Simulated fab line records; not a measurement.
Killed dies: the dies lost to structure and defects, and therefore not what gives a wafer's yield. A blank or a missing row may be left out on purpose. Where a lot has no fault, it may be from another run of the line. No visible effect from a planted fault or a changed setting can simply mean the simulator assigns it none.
fab line records	flow n5-finfet	part 1 of 2: steps 1 to 4 of 6
record lots=20	wafers=60	last-day=18
route steps=1938 shown WELL_APT@28 FIN_SAQP@121 FIN_CUT@164
lots untouched by any fault: they come from a run of this same line in which no faults occurred
start-h: the number of hours between the record's first day and the start of the first shown wafer of the lot	wait-h: hours from the lot's prior step to this one	" repeats the value in the row above	L1.1+2: a row that stands for several wafers	- value missing, or start not given	* or withheld: withheld	< > ~ a bound
route shown NAME@n: names a module that has steps shown in the file, with the first one's number in the route	usual: average and standard deviation across the fault-free wafers	same: alike in all rows	chamber/n: place in a boat	sites: each site's reading	_std_site: the standard deviation of these	_edge_site: mean of outer sites minus mean of inner sites	radius-mm: how far each site lies from the wafer's centre	mask NAME#n: copy n	behind: tool/chamber where the wafer was last shaped	hold: why the lot was held/for how many hours/how that ended	device: the transistor (n, p or np) that didn't switch	end of line: the tests these same wafers got at the end of their route	for a step that has no rows: nothing shown but its recipe	killed: dies that structure and defects cost at the first sort, which is not the same as the wafer's yield	map: per-die view of a wafer (x killed, . not killed, _ where there is no die)
set.NAME: the setting the step ran with; set.NAME@STEP: the setting that earlier step ran with	model.NAME: the simulator's own value behind a step, which no gauge read
the route's steps for a sample of lots (tables are steps, rows are wafers)
services: a tool's chamber out of use, with start hour (start-h, from the record's first day; less than 0 if before it), hours out, and reason
## steps
# step N5_WELL_APT_CD_MEAS_08
# recipe target-cd-nm=200	landing-energy-ev=500	detector=se-inlens
# usual cd-nm=199.4/1.6
lot.wafer	tool	chamber	start-h	wait-h	cd-nm
L074.1	cd-sem-01	0	13.69	-	200.7
L074.3	"	0	"	"	198.6
L074.4	"	0	"	"	200.6
L075.2	cd-sem-02	0	19.84	-	203.2
L075.5	"	0	"	"	201.2
L075.6	"	0	"	"	201.2
L076.1	cd-sem-01	0	25.81	-	199.5
L076.2	"	0	"	"	200.9
L076.4	"	0	"	"	199.9
L077.1	cd-sem-02	0	31.75	-	198.1
L077.4	"	0	"	"	200.2
L077.5	"	0	"	"	199.2
L078.3	cd-sem-03	0	38.14	-	198.4
L078.4	"	0	"	"	199.6
L078.5	"	0	"	"	196.5
L079.1	cd-sem-02	0	43.56	-	199.6
L079.3	"	0	"	"	198.9
L079.4	"	0	"	"	199.6
L080.2	cd-sem-01	0	50.19	-	201.5
L080.5	"	0	"	"	201.3
L080.6	"	0	"	"	200.5
L081.1	cd-sem-02	0	55.56	-	198.3
L081.3	"	0	"	"	197.9
L081.4	"	0	"	"	197.6
L083.1	cd-sem-01	0	68.36	-	199.3
L083.4	"	0	"	"	199.7
L083.5	"	0	"	"	198.9
L084.1	cd-sem-02	0	73.68	-	195.9
L084.5	"	0	"	"	199.5
L084.6	"	0	"	"	199.2
L085.2	cd-sem-02	0	79.77	-	200.2
L085.3	"	0	"	"	199.5
L085.4	"	0	"	"	199.6
L086.1	cd-sem-03	0	85.87	-	201.0
L086.3	"	0	"	"	199.1
L086.5	"	0	"	"	202.2
L087.1	cd-sem-02	0	91.82	-	201.4
L087.5	"	0	"	"	199.8
L087.6	"	0	"	"	200.4
L089.1	cd-sem-03	0	103.81	-	196.9
L089.4	"	0	"	"	198.5
L089.5	"	0	"	"	200.6
L091.3	cd-sem-03	0	115.65	-	196.8
L091.4	"	0	"	"	196.5
L091.5	"	0	"	"	197.8
L092.2	cd-sem-01	0	121.72	-	200.5
L092.4	"	0	"	"	201.7
L092.5	"	0	"	"	200.3
L093.3	cd-sem-02	0	127.71	-	200.6
L093.5	"	0	"	"	197.7
L093.6	"	0	"	"	197.5
L094.2	cd-sem-01	0	134.03	-	198.8
L094.3	"	0	"	"	197.4
L094.5	"	0	"	"	196.9
L095.1	cd-sem-01	0	139.71	-	201.1
L095.4	"	0	"	"	199.5
L095.6	"	0	"	"	201.6
L097.3	cd-sem-01	0	152.52	-	201.4
L097.5	"	0	"	"	199.5
L097.6	"	0	"	"	199.8
# step N5_WELL_APT_INSPECT_27
# recipe mode=adi	inspect-instrument=macro
# usual raw-defect-count=1.9/1.4
lot.wafer	tool	chamber	start-h	wait-h	raw-defect-count
L074.1	defect-inspect-01	-	15.60	0.0	3
L074.3	"	-	"	"	1
L074.4	"	-	"	"	0
L075.2	defect-inspect-02	-	21.15	0.0	2
L075.5	"	-	"	"	0
L075.6	"	-	"	"	1
L076.1	defect-inspect-01	-	27.23	0.0	3
L076.2	"	-	"	"	1
L076.4	"	-	"	"	1
L077.1	defect-inspect-01	-	32.94	0.0	3
L077.4	"	-	"	"	2
L077.5	"	-	"	"	2
L078.3	defect-inspect-02	-	39.34	0.0	1
L078.4	"	-	"	"	2
L078.5	"	-	"	"	2
L079.1	defect-inspect-01	-	44.88	0.0	4
L079.3	"	-	"	"	0
L079.4	"	-	"	"	1
L080.2	defect-inspect-02	-	51.59	0.0	1
L080.5	"	-	"	"	3
L080.6	"	-	"	"	3
L081.1	defect-inspect-02	-	56.87	0.0	4
L081.3	"	-	"	"	2
L081.4	"	-	"	"	1
L083.1	defect-inspect-01	-	69.62	0.0	1
L083.4	"	-	"	"	1
L083.5	"	-	"	"	3
L084.1	defect-inspect-02	-	74.90	0.0	1
L084.5	"	-	"	"	5
L084.6	"	-	"	"	2
L085.2	defect-inspect-01	-	80.94	0.0	3
L085.3	"	-	"	"	3
L085.4	"	-	"	"	1
L086.1	defect-inspect-02	-	87.05	0.0	0
L086.3	"	-	"	"	3
L086.5	"	-	"	"	3
L087.1	defect-inspect-02	-	93.22	0.0	2
L087.5	"	-	"	"	2
L087.6	"	-	"	"	1
L089.1	defect-inspect-02	-	105.20	0.0	0
L089.4	"	-	"	"	4
L089.5	"	-	"	"	4
L091.3	defect-inspect-01	-	116.94	0.0	1
L091.4	"	-	"	"	1
L091.5	"	-	"	"	2
L092.2	defect-inspect-01	-	122.94	0.0	0
L092.4	"	-	"	"	0
L092.5	"	-	"	"	0
L093.3	defect-inspect-01	-	129.97	0.0	4
L093.5	"	-	"	"	1
L093.6	"	-	"	"	2
L094.2	defect-inspect-02	-	135.37	0.0	1
L094.3	"	-	"	"	0
L094.5	"	-	"	"	1
L095.1	defect-inspect-01	-	140.90	0.0	0
L095.4	"	-	"	"	5
L095.6	"	-	"	"	2
L097.3	defect-inspect-01	-	153.82	0.0	1
L097.5	"	-	"	"	1
L097.6	"	-	"	"	0
# step N5_FIN_SAQP_STRIP_55
# recipe chemistry=N2/H2	power-w=500	temp-c=40	pressure-mtorr=50	rf-frequency-hz=6e+07	overash-fraction=0.3	bias-power-w=28	h2-frac=0.5	n2-flow-sccm=300	h2-flow-sccm=300
# usual chamber-pressure-mTorr=50.00/0.081	drypump-motor-current-A=5.9/0.46	n2-flow-sccm=300.1/0.9	oes-product-au=0.78/0.066	rf-vpp-V=122.1/1.4	showerhead-plenum-p-Torr=3.37/0.079	temp-c=40.00/0.12	throttle-valve-pct=18.89/0.29
lot.wafer	tool	chamber	start-h	wait-h	chamber-pressure-mTorr	drypump-motor-current-A	n2-flow-sccm	oes-product-au	rf-hours-counter-h	rf-vpp-V	showerhead-plenum-p-Torr	temp-c	throttle-valve-pct
L074.1	rie-diel-01	1	22.62	0.2	50.04	6.2	301.0	0.94	23	122.2	3.44	39.78	19.05
L074.3	"	2	"	"	49.92	5.6	300.0	0.84	50	120.1	3.29	39.89	19.23
L074.4	"	1	"	"	49.90	6.2	300.6	0.94	-	123.7	3.44	39.84	19.02
L075.2	rie-diel-02	1	28.23	0.1	50.06	5.8	301.2	0.82	107	119.8	3.36	39.95	18.55
L075.5	"	2	"	"	50.12	6.5	301.1	0.79	-	122.1	3.50	40.00	19.26
L075.6	"	3	"	"	49.80	5.2	299.9	0.77	-	122.1	3.36	39.87	18.50
L076.1	rie-diel-01	1	34.22	0.1	50.20	6.2	299.3	0.92	28	122.9	3.44	39.99	19.06
L076.2	"	3	"	"	49.96	6.7	298.4	0.73	177	122.4	3.46	39.91	18.69
L076.4	"	0	"	"	50.01	5.9	300.7	0.79	117	119.9	3.25	40.00	19.15
L077.1	rie-diel-01	2	40.38	0.1	49.89	5.6	299.5	0.83	56	121.1	3.28	40.08	19.24
L077.4	"	1	"	"	49.94	6.2	299.9	0.92	29	122.9	3.44	39.82	19.08
L077.5	"	1	"	"	50.00	6.1	300.2	0.90	-	123.1	3.44	40.02	19.04
L078.3	rie-diel-01	0	47.02	0.1	50.03	5.9	300.9	0.79	121	122.8	3.24	39.87	19.15
L078.4	"	1	"	"	50.09	6.2	301.4	0.91	32	123.8	3.44	39.98	19.06
L078.5	"	1	"	"	49.97	6.2	302.3	0.91	-	122.4	3.44	40.12	19.08
L079.1	rie-diel-02	1	52.36	0.1	50.00	5.8	300.0	0.81	115	120.5	3.35	39.94	18.55
L079.3	"	0	"	"	49.90	6.2	301.4	0.69	234	121.9	3.45	40.06	18.82
L079.4	"	3	"	"	49.90	5.2	299.0	0.75	-	122.8	3.35	40.08	18.49
L080.2	rie-diel-01	1	59.59	0.1	50.12	6.2	300.1	0.90	36	120.9	3.43	39.94	19.11
L080.5	"	1	"	"	50.02	6.2	299.9	0.90	-	123.5	3.43	39.94	19.07
L080.6	"	0	"	"	49.97	5.9	299.9	0.78	-	122.3	3.24	40.15	19.18
L081.1	rie-diel-02	0	64.53	0.2	50.14	6.2	300.0	0.70	239	121.5	3.45	40.01	18.82
L081.3	"	3	"	"	50.24	5.2	299.1	0.75	-	119.7	3.35	40.07	18.51
L081.4	"	0	"	"	50.01	6.2	301.2	0.70	-	121.9	3.45	40.03	18.83
L083.1	rie-diel-01	3	77.64	0.2	50.06	6.7	298.6	0.73	194	122.3	3.45	40.07	18.69
L083.4	"	0	"	"	49.98	5.9	299.7	0.77	134	121.7	3.24	39.93	19.16
L083.5	"	3	"	"	50.02	6.7	299.2	0.74	-	122.5	3.45	40.23	18.70
L084.1	rie-diel-02	2	82.32	0.1	50.04	6.6	299.8	0.80	139	123.6	3.50	39.97	19.29
L084.5	"	0	"	"	50.06	6.2	300.1	0.69	-	124.0	3.44	40.11	18.86
L084.6	"	3	"	"	49.93	5.3	300.1	0.74	-	120.1	3.35	39.87	18.52
L085.2	rie-diel-02	2	89.56	0.1	50.00	6.7	300.1	0.77	142	122.2	3.50	39.91	19.30
L085.3	"	3	"	"	50.01	5.2	300.7	0.73	162	123.0	3.34	39.88	18.51
L085.4	"	0	"	"	49.93	6.2	301.5	0.69	250	123.7	3.44	39.92	18.84
L086.1	rie-diel-02	2	96.24	0.1	50.02	6.6	298.9	0.77	145	122.4	3.49	39.92	19.28
L086.3	"	3	"	"	49.97	5.3	300.7	0.73	165	122.5	3.34	39.91	18.49
L086.5	"	2	"	"	50.06	6.6	300.4	0.77	-	123.1	3.49	39.98	19.30
L087.1	rie-diel-02	2	100.72	0.2	49.98	6.6	300.4	0.77	147	123.6	3.49	39.83	19.30
L087.5	"	1	"	"	50.03	5.9	299.1	0.79	-	119.5	3.35	40.13	18.56
L087.6	"	3	"	"	49.81	5.2	298.6	0.73	-	120.1	3.34	40.03	18.54
L089.1	rie-diel-04	3	112.43	0.1	50.01	5.6	299.2	0.71	230	122.7	3.43	39.92	18.62
L089.4	"	2	"	"	50.04	6.0	300.7	0.83	71	119.8	3.40	40.08	18.71
L089.5	"	0	"	"	50.00	5.3	299.7	0.73	-	123.9	3.35	40.01	18.67
L091.3	rie-diel-01	3	124.06	0.1	49.97	6.6	299.8	0.71	210	121.4	3.44	40.01	18.75
L091.4	"	0	"	"	50.06	5.9	299.2	0.77	149	121.4	3.23	40.02	19.19
L091.5	"	2	"	"	49.98	5.6	301.1	0.79	-	121.8	3.27	39.79	19.27
L092.2	rie-diel-04	2	130.39	0.3	49.91	6.0	300.5	0.81	78	125.0	3.39	40.18	18.70
L092.4	"	0	"	"	50.05	5.3	299.7	0.72	187	121.3	3.35	39.95	18.71
L092.5	"	1	"	"	50.06	5.6	298.9	0.84	-	120.1	3.41	39.95	18.99
L093.3	rie-diel-01	1	138.22	0.2	49.96	6.2	299.3	0.88	57	123.0	3.42	39.93	19.10
L093.5	"	2	"	"	50.08	5.6	299.8	0.80	-	122.0	3.27	39.95	19.31
L093.6	"	1	"	"	50.01	6.2	299.6	0.88	-	120.5	3.42	39.72	19.11
L094.2	rie-diel-01	0	142.92	0.1	50.06	5.9	300.3	0.75	156	120.1	3.23	40.11	19.20
L094.3	"	1	"	"	49.79	6.2	299.0	0.87	59	123.3	3.42	39.95	19.13
L094.5	"	1	"	"	49.97	6.2	299.2	0.86	-	122.4	3.42	40.02	19.13
L095.1	rie-diel-02	2	148.78	0.1	50.10	6.6	298.8	0.77	164	123.4	3.48	40.06	19.32
L095.4	"	0	"	"	49.86	6.2	300.3	0.92	14	122.9	3.43	39.90	18.48
L095.6	"	3	"	"	49.94	5.3	298.9	0.71	-	122.6	3.33	40.05	18.58
L097.3	rie-diel-01	1	162.06	0.1	50.02	6.2	299.9	0.85	67	122.3	3.42	40.08	19.13
L097.5	"	0	"	"	50.02	5.9	299.9	0.76	-	121.0	3.22	39.80	19.21
L097.6	"	3	"	"	49.84	6.8	299.7	0.70	-	122.5	3.43	40.05	18.74
# step N5_FIN_SAQP_SPACER1_ETCHBACK_25
# recipe chemistry=CHF3/O2	mode=anisotropic-etchback	target=SiO2	target-depth-a=244	time-s=12.2	pressure-mtorr=30	source-w=650	bias-w=170	Ar_flow_sccm=200	CHF3_flow_sccm=50	O2_flow_sccm=5	ion-energy-ev=200
# usual O2_flow_sccm=4.999/0.014	chamber-pressure-mTorr=30.000/0.028	drypump-motor-current-A=5.9/0.46	mfc-ar-sccm=200.0/0.6	oes_o_777_au=0.78/0.068	oes-product-au=0.78/0.068	rf-fwd-power-W=645.4/2.3	rf-vpp-V=522/7.5	showerhead-plenum-p-Torr=2.44/0.064	throttle-valve-pct=18.99/0.23
lot.wafer	tool	chamber	start-h	wait-h	O2_flow_sccm	chamber-pressure-mTorr	drypump-motor-current-A	mfc-ar-sccm	oes_o_777_au	oes-product-au	rf-fwd-power-W	rf-hours-counter-h	rf-vpp-V	showerhead-plenum-p-Torr	throttle-valve-pct
L074.1	rie-diel-01	2	24.26	0.5	5.001	29.967	5.6	199.8	0.84	0.84	645.3	51	525	2.33	18.81
L074.3	"	1	"	"	5.022	30.023	6.2	199.6	0.94	0.93	644.3	23	534	2.46	18.95
L074.4	"	0	"	"	4.991	29.981	5.9	200.2	0.77	0.78	642.1	-	515	2.32	18.64
L075.2	rie-diel-02	0	29.66	0.4	5.009	29.988	6.2	200.0	0.70	0.70	647.2	226	518	2.50	19.24
L075.5	"	0	"	"	5.033	30.019	6.2	199.2	0.70	0.71	647.3	-	518	2.50	19.25
L075.6	"	1	"	"	4.987	29.964	5.8	199.2	0.82	0.82	646.0	-	517	2.44	19.03
L076.1	rie-diel-04	1	35.66	0.4	4.999	29.992	5.6	199.6	0.89	0.90	643.2	31	522	2.46	18.99
L076.2	"	2	"	"	4.979	29.961	6.0	199.4	0.82	0.85	648.0	44	521	2.46	18.57
L076.4	"	3	"	"	4.993	29.954	5.6	199.2	0.73	0.72	638.6	201	537	2.50	19.27
L077.1	rie-diel-02	0	42.07	0.4	4.995	30.072	6.2	199.7	0.70	0.70	646.6	231	518	2.50	19.24
L077.4	"	3	"	"	4.998	30.013	5.2	200.6	0.76	0.75	644.3	144	521	2.43	18.76
L077.5	"	2	"	"	5.013	29.969	6.6	201.0	0.78	0.78	649.7	-	520	2.54	19.34
L078.3	rie-diel-01	0	48.45	0.4	5.000	30.004	5.9	199.7	0.77	0.77	644.4	122	513	2.32	18.64
L078.4	"	2	"	"	4.978	29.981	5.6	200.2	0.83	0.82	651.9	60	523	2.33	18.84
L078.5	"	2	"	"	5.024	29.947	5.5	200.5	0.83	0.82	649.5	-	524	2.33	18.84
L079.1	rie-diel-01	2	53.80	0.4	5.022	30.060	5.6	199.9	0.82	0.82	645.6	61	524	2.33	18.84
L079.3	"	1	"	"	5.003	29.965	6.1	199.9	0.91	0.91	641.6	34	535	2.45	18.95
L079.4	"	0	"	"	5.021	30.047	5.9	200.6	0.76	0.77	644.7	124	514	2.32	18.64
L080.2	rie-diel-04	2	62.52	0.4	4.994	30.001	5.9	200.3	0.81	0.84	646.0	53	523	2.45	18.60
L080.5	"	0	"	"	4.994	30.010	5.3	199.8	0.74	0.75	646.4	-	508	2.42	18.89
L080.6	"	1	"	"	5.000	30.013	5.5	199.3	0.87	0.88	645.2	-	521	2.46	19.03
L081.1	rie-diel-04	2	66.48	0.4	4.991	29.973	6.0	199.6	0.80	0.85	643.0	54	524	2.45	18.60
L081.3	"	1	"	"	5.015	29.973	5.5	199.4	0.87	0.88	642.8	42	521	2.46	19.03
L081.4	"	0	"	"	4.998	29.973	5.3	199.7	0.74	0.74	647.0	162	509	2.42	18.90
L083.1	rie-diel-02	0	79.35	0.4	5.001	30.018	6.2	199.3	0.69	0.69	646.0	246	518	2.49	19.25
L083.4	"	3	"	"	4.988	29.973	5.2	200.2	0.75	0.74	646.5	159	521	2.43	18.79
L083.5	"	0	"	"	4.976	29.979	6.2	199.6	0.69	0.69	646.9	-	519	2.49	19.28
L084.1	rie-diel-02	0	83.79	0.4	4.968	30.062	6.1	200.2	0.69	0.68	644.8	248	519	2.49	19.26
L084.5	"	1	"	"	5.009	30.014	5.8	199.3	0.81	0.80	642.8	-	516	2.43	19.08
L084.6	"	0	"	"	4.988	30.040	6.2	201.0	0.69	0.69	645.8	-	518	2.49	19.28
L085.2	rie-diel-02	3	91.21	0.4	4.990	29.980	5.2	201.0	0.75	0.72	647.3	162	522	2.42	18.80
L085.3	"	2	"	"	5.006	29.985	6.6	199.7	0.78	0.77	647.8	142	518	2.54	19.36
L085.4	"	3	"	"	4.979	30.017	5.2	200.3	0.74	0.73	649.5	-	521	2.42	18.80
L086.1	rie-diel-02	1	97.68	0.4	5.013	29.947	5.8	200.3	0.81	0.79	643.1	128	517	2.43	19.07
L086.3	"	3	"	"	5.000	30.023	5.2	199.3	0.73	0.72	647.0	165	519	2.42	18.80
L086.5	"	2	"	"	4.997	29.967	6.6	198.9	0.77	0.77	645.9	-	520	2.54	19.35
L087.1	rie-diel-04	0	102.26	0.5	5.004	29.951	5.3	199.2	0.73	0.74	643.9	178	510	2.41	18.94
L087.5	"	3	"	"	4.992	30.031	5.6	199.3	0.71	0.70	646.0	-	536	2.49	19.32
L087.6	"	0	"	"	4.990	30.022	5.3	199.9	0.72	0.73	644.0	-	508	2.41	18.92
L089.1	rie-diel-01	0	113.86	0.4	4.979	30.017	5.9	199.3	0.75	0.76	643.8	146	513	2.31	18.69
L089.4	"	1	"	"	4.986	30.023	6.2	201.1	0.88	0.88	646.6	49	535	2.45	18.99
L089.5	"	2	"	"	5.025	30.000	5.6	200.1	0.80	0.79	646.1	-	524	2.32	18.88
L091.3	rie-diel-02	3	125.60	0.5	5.017	29.993	5.2	200.1	0.73	0.71	648.9	176	519	2.42	18.82
L091.4	"	2	"	"	4.991	30.015	6.6	201.2	0.76	0.76	646.5	156	520	2.53	19.37
L091.5	"	1	"	"	5.000	29.961	5.8	200.0	0.80	0.79	641.5	-	516	2.43	19.10
L092.2	rie-diel-02	2	131.81	0.4	4.981	29.962	6.6	199.3	0.76	0.76	646.7	158	520	2.53	19.38
L092.4	"	1	"	"	5.022	30.015	5.8	201.2	0.79	0.78	642.3	141	515	2.43	19.08
L092.5	"	3	"	"	5.010	30.027	5.2	201.0	0.73	0.72	645.8	-	521	2.42	18.80
L093.3	rie-diel-01	2	140.22	0.4	4.995	29.974	5.6	199.6	0.79	0.78	645.8	92	525	2.32	18.89
L093.5	"	0	"	"	5.018	29.980	5.9	199.1	0.74	0.75	646.0	-	514	2.31	18.70
L093.6	"	3	"	"	5.021	29.956	6.7	200.0	0.72	0.71	642.3	-	531	2.49	19.24
L094.2	rie-diel-04	3	144.44	0.4	4.996	30.014	5.6	200.5	0.70	0.70	645.6	241	536	2.48	19.35
L094.3	"	2	"	"	5.018	30.006	6.0	199.2	0.77	0.81	647.2	82	521	2.44	18.62
L094.5	"	2	"	"	4.996	29.932	6.0	200.8	0.78	0.81	646.9	-	522	2.44	18.63
L095.1	rie-diel-01	1	150.21	0.4	4.986	30.033	6.2	200.0	0.87	0.86	647.5	62	534	2.44	19.00
L095.4	"	0	"	"	4.981	30.000	5.9	198.8	0.73	0.74	645.5	159	515	2.31	18.72
L095.6	"	0	"	"	4.987	29.969	5.9	200.0	0.73	0.75	647.9	-	513	2.31	18.73
L097.3	rie-diel-01	2	163.49	0.4	5.010	29.996	5.6	200.8	0.78	0.78	645.6	101	524	2.32	18.91
L097.5	"	3	"	"	5.006	30.014	6.7	201.4	0.71	0.69	643.0	-	532	2.48	19.24
L097.6	"	0	"	"	5.016	30.015	5.9	200.6	0.73	0.73	649.8	-	514	2.30	18.73
